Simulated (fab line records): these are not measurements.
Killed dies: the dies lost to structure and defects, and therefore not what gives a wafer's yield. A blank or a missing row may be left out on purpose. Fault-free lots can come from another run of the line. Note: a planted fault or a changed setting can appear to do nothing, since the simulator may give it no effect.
Problem report, 8D (eight disciplines) form, completed by code    flow n5-finfet    the parts of the form that need people (team, actions taken, sign-off) are left out

## 1. WHAT WENT WRONG
barrier-field-endpoint-s at N5_BEOL_M3_CMP_52 reads a mean of 30.3 s on 6 wafers of 2 lots; wafers without a fault read 24.4 s with a standard deviation of 0.5. That is +12 standard deviations from the usual mean.
The step: polishes, stops on SiOC, t overpolish 6.8 s, target thk 40 nm.
The first sign was on wafer L172.4 at day 11 18:56, on cmp-03. Wafers with a number at this step in the record: 30, from 10 lots. Rule for "out" (also "out of limits"): further than 4 standard deviations from the usual mean. The other wafers with a number count as sound.

## 2. WHAT IT IS; WHAT IT IS NOT
question                     is                                            is not
which readings at this step  barrier-field-endpoint-s, time-to-endpoint-s  motor-current-A, overpolish-run-s
which lots                   L172, L175                                    L156, L157, L162, L164, L165, L173, L176, L177
which wafers of those lots   all that have a number                        -
read on which tools          cmp-03                                        cmp-01, cmp-04
when                         from day 11 18:56                             up to then (15 sound wafers); but 9 sound wafers of L173, L176, L177 came after

## 3. SUSPECTS, AND WHAT RULES EACH OUT
Counting: a tool at any process step up to the reading remains a suspect when it ran all the lots that are out and ran no sound lot after the first of those.
- cmp-03 at N5_BEOL_M3_CMP_52 (polishes, stops on SiOC, t overpolish 6.8 s, target thk 40 nm): kept. It ran every lot that is out, first L172 (day 11 18:56), and no sound lot after that; its last sound lot up to then is L165 (day 9 13:49). Out on those wafers are its own readings of barrier-field-endpoint-s, time-to-endpoint-s.
Remaining after the count: cmp-03 at N5_BEOL_M3_CMP_52.

## 4. THE CAUSE (what the simulator had put in)
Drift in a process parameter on cmp-03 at N5_BEOL_M3_CMP_52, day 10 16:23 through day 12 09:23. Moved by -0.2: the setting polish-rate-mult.
The count eliminated every tool but this one.

## 5. SEQUENCE OF EFFECTS, ordered by route
Rows list readings where the struck wafers' mean (over those with a number) sits beyond 3 standard deviations from the usual. Only readings for which the record gives a usual standard deviation are gone through. hours: the time from each lot's start at the first step in this table that gives one to its start at this step, as a median over the lots. sigmas: the change in usual standard deviations.
hours  step               reading                   usual   on struck wafers  change  sigmas
0      N5_BEOL_M3_CMP_52  barrier-field-endpoint-s  24.4 s  30.3              +5.9    +12
0      N5_BEOL_M3_CMP_52  time-to-endpoint-s        62.0 s  78.4              +16.4   +7.1
It contains these process steps:
- N5_BEOL_M3_CMP_52: polishes, stops on SiOC, t overpolish 6.8 s, target thk 40 nm.
Later steps that measure or inspect, where all struck wafers having a row at the step show a number for every such reading and not one has moved that far: N5_BEOL_M4_RC_MEAS_101.

## 6. WHAT WOULD HAVE CAUGHT IT SOONER
27 hours passed between the start of the fault at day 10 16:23 and the first reading out of limits in this record, taken at day 11 18:56.
